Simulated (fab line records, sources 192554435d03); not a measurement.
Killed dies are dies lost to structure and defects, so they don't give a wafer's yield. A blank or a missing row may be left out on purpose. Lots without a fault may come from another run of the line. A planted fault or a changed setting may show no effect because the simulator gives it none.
fab line records | flow n5_finfet
record lots=7 wafers=21
route steps=1938 shown BEOL_M10@1495 BEOL_M11@1562 BEOL_M12@1605 BEOL_M13@1685
start_h: hours from the record's first day to the start of the lot's first wafer shown | wait_h: hours since the lot's step before | " the same as in the row above | L1.1+2: a row that stands for several wafers | - no value, or no start given | * or withheld: withheld | < > ~ a bound
route shown NAME@n: a module of which the file shows steps, and the number in the route of the first | usual: mean/standard deviation of fault-free wafers | same: alike in all rows | chamber/n: place in a boat | sites: the reading at each site | _std_site: their standard deviation | _edge_site: outer sites' mean less inner sites' | radius_mm: how far each site lies from the wafer's centre | mask NAME#n: copy n | behind: the tool/chamber that last shaped the wafer | hold: why the lot was held/for how many hours/how that ended | device: the transistor (n, p or np) that didn't switch | end of line: the same wafers' tests at the end of the route | a step without rows: its recipe alone | killed: dies lost to structure and defects at the first sort, not the wafer's yield | map: a wafer's dies, x killed, . not, _ none there
set.NAME: the setting as run; set.NAME@STEP: as run at that earlier step | model.NAME: the simulator's own value behind a step, which no gauge read
lots whose settings were changed on purpose; a table a step, a row a wafer
## steps
# step N5_BEOL_M10_COAT_64
# recipe resist=SiARC temp_c=220 time_s=60 spin_rpm=1500 resist_thk_nm=30
# columns lot.wafer tool chamber start_h wait_h set.spin_rpm model.SiARC_of_BEOL_M10_COAT_64.thk_nm
L074.1+3+4 litho_track-03 0 - - 1500 30
L079.1 litho_track-02 0 - - 1500 30
L079.3+4 " 0 " " 1418 30.8
L078.1 litho_track-03 0 - - 1458 30.4
L078.2+5 " 0 " " 1500 30
L084.1 litho_track-03 0 - - 1408 31
L084.2 " 0 " " 1500 30.2
L084.4 " 0 " " 1500 30
L085.3+5 litho_track-03 0 - - 1500 30.2
L085.4 " 0 " " 1649 28.8
L086.1+5 litho_track-02 0 - - 1613 28.8
L086.3 " 0 " " 1613 29
L089.3+5 litho_track-02 0 - - 1447 30.6
L089.6 " 0 " " 1500 30
# step N5_BEOL_M10_COAT_22
# recipe resist=CAR-ArF spin_rpm=1500 resist_thk_nm=90
# step N5_BEOL_M10_EBR_24
# recipe solvent=PGMEA ebr_width_mm=1.5
# step N5_BEOL_M10_DESCUM_33
# recipe chemistry=O2 time_s=7.9 source_power_w=50 bias_power_w=20 pressure_mtorr=20 rf_frequency_hz=2.712e+07 temp_c=40 resist=CAR-ArF o2_flow_sccm=225
# step N5_BEOL_M10_ETCH_65
# recipe chemistry=CF4 target=SiARC target_depth_a=390 mask_material=CAR-ArF time_s=65 ion_energy_ev=80 pressure_mtorr=40 source_w=545 bias_w=36 Ar_flow_sccm=100 cf4_flow_sccm=100 ends=cleared
# columns lot.wafer tool chamber start_h wait_h set.spin_rpm@BEOL_M10_COAT_64 model.etch.depth_nm model.CAR-ArF_of_BEOL_M10_COAT_22.thk_nm
L074.1 rie_diel-01 3 207.33 0.0 1500 29.95 56
L074.3 " 0 " " 1500 30.04 55.6
L074.4 " 2 " " 1500 30.03 55.8
L079.1 rie_diel-01 2 231.50 0.0 1500 29.99 55.4
L079.3 " 1 " " 1418 30.81 54.6
L079.4 " 3 " " 1418 30.72 54.8
L078.1 rie_diel-06 0 232.02 0.0 1458 30.42 55
L078.2 " 3 " " 1500 29.96 55.8
L078.5 " 0 " " 1500 29.94 55.6
L084.1 rie_diel-06 0 272.62 0.0 1408 31.06 54.6
L084.2 " 2 " " 1500 30.13 55.4
L084.4 " 1 " " 1500 30.1 55.2
L085.3 rie_diel-06 0 282.90 0.0 1500 30.13 55.6
L085.4 " 3 " " 1649 28.74 56.8
L085.5 " 2 " " 1500 30.11 55.4
L086.1 rie_diel-01 3 285.40 0.0 1613 28.89 56.6
L086.3 " 0 " " 1613 28.93 57
L086.5 " 0 " " 1613 28.84 56.8
L089.3+5 rie_diel-06 0,2 316.13 0.0 1447 30.54 55.2
L089.6 " 3 " " 1500 29.97 55.8
# step N5_BEOL_M10_ETCH_66
# recipe chemistry=N2/H2 target=SOC target_depth_a=1200 overetch_a=240 mask_material=SiARC temp_c=40 time_s=180 ion_energy_ev=200 pressure_mtorr=30 source_w=840 bias_w=150 n2_flow_sccm=200 h2_flow_sccm=200
# columns lot.wafer tool chamber start_h wait_h set.spin_rpm@BEOL_M10_COAT_63 model.etch.depth_nm
L074.1 rie_diel-01 3 207.38 0.0 1500 99.69
L074.3 " 0 " " 1500 99.77
L074.4 " 2 " " 1500 99.63
L079.1 rie_diel-01 2 231.55 0.0 1500 99.9
L079.3 " 1 " " 1500 99.6
L079.4 " 3 " " 1500 99.84
L078.1 rie_diel-06 0 232.07 0.0 1500 100.3
L078.2 " 3 " " 1424 102.8
L078.5 " 0 " " 1424 102.3
L084.1 rie_diel-06 0 272.67 0.0 1500 100.6
L084.2 " 2 " " 1339 105.8
L084.4 " 1 " " 1500 100.2
L085.3 rie_diel-06 0 282.95 0.0 1500 100.4
L085.4 " 3 " " 1408 103.8
L085.5 " 2 " " 1408 104.2
L086.1 rie_diel-01 3 285.45 0.0 1500 100.8
L086.3 " 0 " " 1413 103.3
L086.5 " 0 " " 1413 103.5
L089.3 rie_diel-06 0 316.18 0.0 1405 103.4
L089.5 " 2 " " 1500 100
L089.6 " 3 " " 1500 99.78
# step N5_BEOL_M11_COAT_22
# recipe resist=CAR-ArF spin_rpm=1500 resist_thk_nm=90
# columns lot.wafer tool chamber start_h wait_h set.spin_rpm model.CAR-ArF_of_BEOL_M11_COAT_22.thk_nm
L074.1 litho_track-04 0 - - 1500 90.2
L074.3 " 0 " " 1500 89.8
L074.4 " 0 " " 1500 90
L079.1+3+4 litho_track-01 0 - - 1500 90.2
L078.1 litho_track-01 0 - - 1500 90
L078.2 " 0 " " 1500 89.8
L078.5 " 0 " " 1587 87
L084.1 litho_track-04 0 - - 1413 92.6
L084.2 " 0 " " 1500 90.2
L084.4 " 0 " " 1413 92.8
L085.3+5 litho_track-05 0 - - 1500 90
L085.4 " 0 " " 1500 89.6
L086.1 litho_track-04 0 - - 1567 88.2
L086.3+5 " 0 " " 1500 89.6
L089.3 litho_track-04 0 - - 1387 94
L089.5 " 0 " " 1387 93.8
L089.6 " 0 " " 1500 90.4
# step N5_BEOL_M11_EXPOSE_25
# recipe mask_id=V10 na=1.35 source_shape=annular sigma_inner=0.5 sigma_outer=0.8 polarization=unpolarized dose_mj=85.5
# columns lot.wafer tool chamber start_h wait_h mask set.dose_mj
L074.1+3+4 arfi_scanner-01 0 215.17 - V10#0 85.5
L079.1+4 arfi_scanner-02 0 238.87 - V10#0 79.71
L079.3 " 0 " " V10#0 85.5
L078.1 arfi_scanner-02 0 241.65 - V10#0 80.39
L078.2+5 " 0 " " V10#0 85.5
L084.1 arfi_scanner-01 0 282.52 - V10#0 81.29
L084.2+4 " 0 " " V10#0 85.5
L085.3+4+5 arfi_scanner-03 0 288.49 - V10#0 85.5
L086.1+3+5 arfi_scanner-02 0 291.44 - V10#0 85.5
L089.3+5 arfi_scanner-02 0 321.94 - V10#0 90.11
L089.6 " 0 " " V10#0 85.5
# step N5_BEOL_M11_PEB_26
# recipe peb_temp_c=withheld peb_time_s=60 resist=CAR-ArF
# step N5_BEOL_M11_DEVELOP_27
# recipe develop_time_s=30 developer=TMAH resist=CAR-ArF rinse_liquid=diw dry=air_spin dev_temp_c=23
# columns lot.wafer tool chamber start_h wait_h set.spin_rpm@BEOL_M11_COAT_22 model.CAR-ArF_of_BEOL_M11_COAT_22.thk_nm
L074.1+4 litho_track-04 0 - - 1500 88.4
L074.3 " 0 " " 1500 88.2
L079.1+3+4 litho_track-05 0 - - 1500 88.6
L078.1+2 litho_track-05 0 - - 1500 88.2
L078.5 " 0 " " 1587 85.2
L084.1 litho_track-04 0 - - 1413 90.8
L084.2 " 0 " " 1500 88.4
L084.4 " 0 " " 1413 91.2
L085.3+5 litho_track-04 0 - - 1500 88.2
L085.4 " 0 " " 1500 88
L086.1 litho_track-01 0 - - 1567 86.4
L086.3+5 " 0 " " 1500 88
L089.3 litho_track-05 0 - - 1387 92.2
L089.5 " 0 " " 1387 92
L089.6 " 0 " " 1500 88.6
# step N5_BEOL_M11_CD_MEAS_28
# recipe target_cd_nm=70 landing_energy_ev=500 detector=se_inlens polarity=opening
# usual cd_nm=69.4/1.1
# columns lot.wafer tool chamber start_h wait_h set.dose_mj@BEOL_M11_EXPOSE_25 cd_nm
L074.1 cd_sem-02 0 215.30 - 85.5 70.1
L074.3 " 0 " " 85.5 69.5
L074.4 " 0 " " 85.5 69.5
L079.1 cd_sem-01 0 239.00 - 79.71 62.5
L079.3 " 0 " " 85.5 68.6
L079.4 " 0 " " 79.71 62.0
L078.1 cd_sem-03 0 241.79 - 80.39 61.7
L078.2 " 0 " " 85.5 68.2
L078.5 " 0 " " 85.5 69.7
L084.1 cd_sem-03 0 282.65 - 81.29 65.2
L084.2 " 0 " " 85.5 70.4
L084.4 " 0 " " 85.5 70.6
L085.3 cd_sem-01 0 288.61 - 85.5 71.4
L085.4 " 0 " " 85.5 71.2
L085.5 " 0 " " 85.5 70.3
L086.1 cd_sem-03 0 291.57 - 85.5 69.2
L086.3 " 0 " " 85.5 69.6
L086.5 " 0 " " 85.5 69.1
L089.3 cd_sem-03 0 322.06 - 90.11 74.0
L089.5 " 0 " " 90.11 72.6
L089.6 " 0 " " 85.5 68.6
# step N5_BEOL_M11_DESCUM_33
# recipe chemistry=O2 time_s=7.9 source_power_w=50 bias_power_w=20 pressure_mtorr=20 rf_frequency_hz=2.712e+07 temp_c=40 resist=CAR-ArF o2_flow_sccm=225
# step N5_BEOL_M11_ETCH_65
# recipe chemistry=CF4 target=SiARC target_depth_a=390 mask_material=CAR-ArF time_s=65 ion_energy_ev=80 pressure_mtorr=40 source_w=545 bias_w=36 Ar_flow_sccm=100 cf4_flow_sccm=100 ends=cleared
# columns lot.wafer tool chamber start_h wait_h set.spin_rpm@BEOL_M11_COAT_22 model.CAR-ArF_of_BEOL_M11_COAT_22.thk_nm
L074.1 rie_diel-04 3 215.42 0.0 1500 55.6
L074.3+4 " 0,2 " " 1500 55.4
L079.1+4 rie_diel-02 1,2 239.46 0.0 1500 55.6
L079.3 " 0 " " 1500 55.8
L078.1 rie_diel-05 2 241.91 0.0 1500 55.4
L078.2 " 0 " " 1500 55.2
L078.5 " 1 " " 1587 52.4
L084.1 rie_diel-02 1 282.79 0.0 1413 58
L084.2 " 2 " " 1500 55.6
L084.4 " 2 " " 1413 58.2
L085.3 rie_diel-04 2 288.75 0.0 1500 55.6
L085.4 " 1 " " 1500 55.2
L085.5 " 0 " " 1500 55.4
L086.1 rie_diel-05 0 291.96 0.0 1567 53.6
L086.3 " 2 " " 1500 55
L086.5 " 3 " " 1500 55.2
L089.3 rie_diel-05 0 322.51 0.0 1387 59.4
L089.5 " 2 " " 1387 59.2
L089.6 " 1 " " 1500 55.8
# step N5_BEOL_M12_COAT_04
# recipe spin_rpm=1625 resist_thk_nm=400
# columns lot.wafer tool chamber start_h wait_h set.spin_rpm model.coat_of_BEOL_M12_COAT_04.thk_nm
L074.1 litho_track-03 0 - - 1625 399
L074.3 " 0 " " 1625 399.6
L074.4 " 0 " " 1625 399.8
L079.1 litho_track-03 0 - - 1625 401.4
L079.3 " 0 " " 1565 409.6
L079.4 " 0 " " 1625 402.8
L078.1 litho_track-03 0 - - 1751 386.4
L078.2 " 0 " " 1625 400.4
L078.5 " 0 " " 1751 387
L084.1 litho_track-02 0 - - 1625 400.8
L084.2 " 0 " " 1786 384.4
L084.4 " 0 " " 1786 383
L085.3 litho_track-01 0 - - 1625 396
L085.4 " 0 " " 1625 396.2
L085.5 " 0 " " 1457 418.6
L086.1 litho_track-03 0 - - 1625 402.2
L086.3 " 0 " " 1625 400.8
L086.5 " 0 " " 1625 400.2
L089.3 litho_track-02 0 - - 1625 399.2
L089.5 " 0 " " 1625 399.8
L089.6 " 0 " " 1625 400
# step N5_BEOL_M12_EXPOSE_07
# recipe mask_id=V11 na=0.93 source_shape=conventional sigma_outer=0.6 polarization=unpolarized attpsm_phase_deg=180 dose_mj=32.5
# columns lot.wafer tool chamber start_h wait_h mask set.dose_mj
L074.1+3+4 krf_scanner-02 0 218.92 - V11#0 32.5
L079.1+4 krf_scanner-01 0 244.55 - V11#0 32.5
L079.3 " 0 " " V11#0 31.41
L078.1+2 krf_scanner-02 0 245.13 - V11#0 31.59
L078.5 " 0 " " V11#0 32.5
L084.1+2+4 krf_scanner-02 0 286.62 - V11#0 32.5
L085.3+4+5 krf_scanner-02 0 292.07 - V11#0 34.79
L086.1+3 krf_scanner-02 0 297.74 - V11#0 30.56
L086.5 " 0 " " V11#0 32.5
L089.3+5+6 krf_scanner-02 0 327.04 - V11#0 32.5
# step N5_BEOL_M12_PEB_08
# recipe peb_temp_c=130 peb_time_s=90
# step N5_BEOL_M12_DEVELOP_09
# recipe develop_time_s=45 rinse_liquid=diw dry=air_spin dev_temp_c=21
# step N5_BEOL_M12_HARDBAKE_14
# recipe temp_c=130 time_s=120
# step N5_BEOL_M12_CD_MEAS_10
# recipe target_cd_nm=140 landing_energy_ev=500 detector=se_inlens polarity=opening
# usual cd_nm=139.7/1.7
# columns lot.wafer tool chamber start_h wait_h set.dose_mj@BEOL_M12_EXPOSE_07 cd_nm
L074.1 cd_sem-02 0 219.09 - 32.5 140.3
L074.3 " 0 " " 32.5 142.3
L074.4 " 0 " " 32.5 140.8
L079.1 cd_sem-03 0 244.72 - 32.5 140.1
L079.3 " 0 " " 31.41 136.5
L079.4 " 0 " " 32.5 139.7
L078.1 cd_sem-02 0 245.30 - 31.59 138.1
L078.2 " 0 " " 31.59 138.2
L078.5 " 0 " " 32.5 139.3
L084.1 cd_sem-01 0 286.80 - 32.5 140.8
L084.2 " 0 " " 32.5 141.8
L084.4 " 0 " " 32.5 143.4
L085.3 cd_sem-02 0 292.23 - 34.79 146.5
L085.4 " 0 " " 34.79 149.0
L085.5 " 0 " " 34.79 147.7
L086.1 cd_sem-02 0 297.91 - 30.56 128.9
L086.3 " 0 " " 30.56 130.6
L086.5 " 0 " " 32.5 138.1
L089.3 cd_sem-03 0 327.20 - 32.5 139.1
L089.5 " 0 " " 32.5 137.6
L089.6 " 0 " " 32.5 138.8
# step N5_BEOL_M12_DESCUM_15
# recipe chemistry=O2 time_s=7.9 source_power_w=50 bias_power_w=20 pressure_mtorr=20 rf_frequency_hz=2.712e+07 temp_c=40 o2_flow_sccm=225
# step N5_BEOL_M12_ETCH_59
# recipe chemistry=N2/H2 target=BARC target_depth_a=890 overetch_a=267 time_s=67.9 ion_energy_ev=200 pressure_mtorr=30 source_w=840 bias_w=150 n2_flow_sccm=200 h2_flow_sccm=200
# columns lot.wafer tool chamber start_h wait_h set.spin_rpm@BEOL_M12_COAT_04 model.coat_of_BEOL_M12_COAT_04.thk_nm
L074.1 rie_diel-03 2 219.23 0.0 1625 317.2
L074.3 " 3 " " 1625 316.8
L074.4 " 2 " " 1625 318.2
L079.1 rie_diel-06 1 244.84 0.0 1625 319.4
L079.3 " 3 " " 1565 328.2
L079.4 " 0 " " 1625 320
L078.1 rie_diel-01 0 245.42 0.0 1751 305
L078.2 " 3 " " 1625 316.6
L078.5 " 3 " " 1751 303.2
L084.1 rie_diel-01 2 287.10 0.0 1625 320.4
L084.2 " 3 " " 1786 300.6
L084.4 " 1 " " 1786 299.6
L085.3 rie_diel-03 1 292.36 0.0 1625 314.4
L085.4 " 1 " " 1625 315
L085.5 " 2 " " 1457 337.6
L086.1 rie_diel-06 2 298.03 0.0 1625 318.2
L086.3 " 1 " " 1625 319.6
L086.5 " 0 " " 1625 319.2
L089.3 rie_diel-01 2 327.36 0.0 1625 318.8
L089.5 " 2 " " 1625 319.6
L089.6 " 3 " " 1625 317.4
# step N5_BEOL_M12_VIA_ETCH_16
# recipe chemistry=C4F8/O2/Ar target=SiOC pressure_mtorr=30 source_w=3000 bias_w=700 Ar_flow_sccm=400 C4F8_flow_sccm=15 O2_flow_sccm=8 he_inner_torr=15 he_outer_torr=30 target_depth_a=7248 time_s=withheld ion_energy_ev=250 ends=cleared
# columns lot.wafer tool chamber start_h wait_h set.spin_rpm@BEOL_M12_COAT_04 model.coat_of_BEOL_M12_COAT_04.thk_nm
L074.1 rie_diel-03 2 219.31 0.1 1625 125.8
L074.3 " 3 " " 1625 122
L074.4 " 2 " " 1625 123.4
L079.1 rie_diel-06 1 244.89 0.0 1625 125.6
L079.3 " 3 " " 1565 136
L079.4 " 0 " " 1625 124
L078.1 rie_diel-01 0 245.47 0.0 1751 108.8
L078.2 " 3 " " 1625 125
L078.5 " 3 " " 1751 107.2
L084.1 rie_diel-01 2 287.15 0.0 1625 123
L084.2 " 3 " " 1786 105.6
L084.4 " 1 " " 1786 102.2
L085.3 rie_diel-03 1 292.42 0.0 1625 123.8
L085.4 " 1 " " 1625 116.8
L085.5 " 2 " " 1457 140.8
L086.1 rie_diel-06 2 298.09 0.0 1625 125.4
L086.3 " 1 " " 1625 127.2
L086.5 " 0 " " 1625 122.8
L089.3 rie_diel-01 2 327.41 0.0 1625 124
L089.5+6 " 2,3 " " 1625 122.2
# step N5_BEOL_M12_STRIP_63
# recipe chemistry=N2/H2 power_w=1000 temp_c=250 h2_frac=0.65 overash_fraction=0.3 pressure_mtorr=1000 n2_flow_sccm=1750 h2_flow_sccm=3250
# usual strip_time_to_endpoint_s=42.4/0.74
# columns lot.wafer tool chamber start_h wait_h set.spin_rpm@BEOL_M12_COAT_04 strip_time_to_endpoint_s
L074.1 plasma_asher-02 0 219.60 - 1625 43.2
L074.3 " 1 " " 1625 42.2
L074.4 " 0 " " 1625 42.6
L079.1 plasma_asher-02 1 245.09 - 1625 43.2
L079.3 " 1 " " 1565 46.0
L079.4 " 0 " " 1625 42.8
L078.1 plasma_asher-01 1 245.67 - 1751 38.6
L078.2 " 0 " " 1625 43.0
L078.5 " 0 " " 1751 38.2
L084.1 plasma_asher-01 1 287.35 - 1625 42.5
L084.2 " 0 " " 1786 37.8
L084.4 " 0 " " 1786 36.8
L085.3 plasma_asher-01 1 292.64 - 1625 42.7
L085.4 " 0 " " 1625 40.8
L085.5 " 0 " " 1457 47.3
L086.1 plasma_asher-02 0 298.29 - 1625 43.1
L086.3 " 1 " " 1625 43.6
L086.5 " 0 " " 1625 42.4
L089.3 plasma_asher-02 1 327.63 - 1625 42.8
L089.5 " 0 " " 1625 42.3
L089.6 " 1 " " 1625 42.3
# step N5_BEOL_M13_EXPOSE_25
# recipe mask_id=M13 na=0.93 source_shape=conventional sigma_outer=0.4 polarization=unpolarized target_cd_nm=210 dose_mj=22
# columns lot.wafer tool chamber start_h wait_h mask set.dose_mj
L074.1+3+4 krf_scanner-02 0 226.12 - M13#0 22
L079.1 krf_scanner-01 0 249.90 - M13#0 20.53
L079.3+4 " 0 " " M13#0 22
L078.1+2+5 krf_scanner-01 0 252.20 - M13#0 22
L084.1+2+4 krf_scanner-01 0 293.19 - M13#0 22
L085.3 krf_scanner-02 0 302.70 - M13#0 22.63
L085.4+5 " 0 " " M13#0 22
L086.1+3+5 krf_scanner-02 0 303.78 - M13#0 22
L089.3 krf_scanner-01 0 334.38 - M13#0 23.15
L089.5+6 " 0 " " M13#0 22
## key
split step=N5_BEOL_M10_COAT_64 setting=spin_rpm stated=1500 by=wafer
response step=N5_BEOL_M10_COAT_64 reading=model.SiARC_of_BEOL_M10_COAT_64.thk_nm change=-0.145 per=1% r=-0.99
response step=N5_BEOL_M10_ETCH_65 reading=model.etch.depth_nm change=-0.145 per=1% r=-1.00
response step=N5_BEOL_M10_ETCH_65 reading=model.CAR-ArF_of_BEOL_M10_COAT_22.thk_nm change=+0.135 per=1% r=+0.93
split step=N5_BEOL_M11_COAT_22 setting=spin_rpm stated=1500 by=wafer
response step=N5_BEOL_M11_COAT_22 reading=model.CAR-ArF_of_BEOL_M11_COAT_22.thk_nm change=-0.444 per=1% r=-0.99
response step=N5_BEOL_M11_DEVELOP_27 reading=model.CAR-ArF_of_BEOL_M11_COAT_22.thk_nm change=-0.458 per=1% r=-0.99
response step=N5_BEOL_M11_ETCH_65 reading=model.CAR-ArF_of_BEOL_M11_COAT_22.thk_nm change=-0.447 per=1% r=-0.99
split step=N5_BEOL_M11_EXPOSE_25 setting=dose_mj stated=85.5 by=wafer
response step=N5_BEOL_M11_CD_MEAS_28 reading=cd_nm change=+1.02 per=1% r=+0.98
split step=N5_BEOL_M12_COAT_04 setting=spin_rpm stated=1625 by=wafer
response step=N5_BEOL_M12_COAT_04 reading=model.coat_of_BEOL_M12_COAT_04.thk_nm change=-1.92 per=1% r=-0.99
response step=N5_BEOL_M12_ETCH_59 reading=model.coat_of_BEOL_M12_COAT_04.thk_nm change=-2.03 per=1% r=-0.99
response step=N5_BEOL_M12_VIA_ETCH_16 reading=model.coat_of_BEOL_M12_COAT_04.thk_nm change=-2.06 per=1% r=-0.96
response step=N5_BEOL_M12_STRIP_63 reading=strip_time_to_endpoint_s change=* per=1% r=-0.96
split step=N5_BEOL_M12_EXPOSE_07 setting=dose_mj stated=32.5 by=wafer
response step=N5_BEOL_M12_CD_MEAS_10 reading=cd_nm change=+1.18 per=1% r=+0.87
split step=N5_BEOL_M13_EXPOSE_25 setting=dose_mj stated=22 by=wafer
response none in this file
split outside_this_file step=N5_BEOL_M10_COAT_63 setting=spin_rpm
# split outside_this_file: this setting was split too, and the file shows its column; the key of that split is in another file
